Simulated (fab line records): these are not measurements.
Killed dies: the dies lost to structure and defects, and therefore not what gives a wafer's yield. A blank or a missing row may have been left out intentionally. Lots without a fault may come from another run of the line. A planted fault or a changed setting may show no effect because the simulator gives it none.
Chamber matching :: flow nand-harc :: NHARC_A_STAIRCASE_DESCUM_291 on rie-diel-01: 4 sister chambers
The step chemistry O2, time 3 s. 8 wafers are shown with their chamber, then 9 later ones without.

WAFERS, EACH WITH ITS CHAMBER
wafer: L084.5
chamber: 2
drypump-motor-current-A (A): 5.7
showerhead-plenum-p-Torr (Torr): 1.83

wafer: L087.2
chamber: 1
drypump-motor-current-A (A): 5.2
showerhead-plenum-p-Torr (Torr): 1.95

wafer: L087.3
chamber: 0
drypump-motor-current-A (A): 6.6
showerhead-plenum-p-Torr (Torr): 1.79

wafer: L089.3
chamber: 2
drypump-motor-current-A (A): 5.7
showerhead-plenum-p-Torr (Torr): 1.83

wafer: L089.5
chamber: 3
drypump-motor-current-A (A): 4.9
showerhead-plenum-p-Torr (Torr): 1.84

wafer: L090.1
chamber: 3
drypump-motor-current-A (A): 4.8
showerhead-plenum-p-Torr (Torr): 1.84

wafer: L090.3
chamber: 0
drypump-motor-current-A (A): 6.6
showerhead-plenum-p-Torr (Torr): 1.78

wafer: L090.4
chamber: 1
drypump-motor-current-A (A): 5.2
showerhead-plenum-p-Torr (Torr): 1.95

WAFERS WITH NO CHAMBER GIVEN
wafer: L091.2
drypump-motor-current-A (A): 5.7
showerhead-plenum-p-Torr (Torr): 1.83

wafer: L091.3
drypump-motor-current-A (A): 5.2
showerhead-plenum-p-Torr (Torr): 1.94

wafer: L091.4
drypump-motor-current-A (A): 6.6
showerhead-plenum-p-Torr (Torr): 1.78

wafer: L093.2
drypump-motor-current-A (A): 6.6
showerhead-plenum-p-Torr (Torr): 1.78

wafer: L093.4
drypump-motor-current-A (A): 4.8
showerhead-plenum-p-Torr (Torr): 1.84

wafer: L093.5
drypump-motor-current-A (A): 5.2
showerhead-plenum-p-Torr (Torr): 1.94

wafer: L094.1
drypump-motor-current-A (A): 5.7
showerhead-plenum-p-Torr (Torr): 1.83

wafer: L094.3
drypump-motor-current-A (A): 6.6
showerhead-plenum-p-Torr (Torr): 1.78

wafer: L094.5
drypump-motor-current-A (A): 4.9
showerhead-plenum-p-Torr (Torr): 1.84

WHICH CHAMBER EACH ONE RAN IN
wafer: L091.2
from the rows above: 2
in truth: 2

wafer: L091.3
from the rows above: 1
in truth: 1

wafer: L091.4
from the rows above: 0
in truth: 0

wafer: L093.2
from the rows above: 0
in truth: 0

wafer: L093.4
from the rows above: 3
in truth: 3

wafer: L093.5
from the rows above: 1
in truth: 1

wafer: L094.1
from the rows above: 2
in truth: 2

wafer: L094.3
from the rows above: 0
in truth: 0

wafer: L094.5
from the rows above: 3
in truth: 3
Placed correctly: 9 of 9. Not placeable from these rows: 0. 0 placed wrongly.
How it was worked out, from the rows above alone: a wafer's distance from a chamber is the root of the sum, over the readings, of the square of ((its reading less the chamber's mean) divided by the reading's scatter). The wafer belongs to the nearest chamber; if the next one is less than 2 further off, it can't be placed. A chamber's mean is the mean of its shown wafers. The scatter: take each reading less its chamber's mean, square it, sum over the shown wafers, divide by the number of wafers less the number of chambers, and take the root.
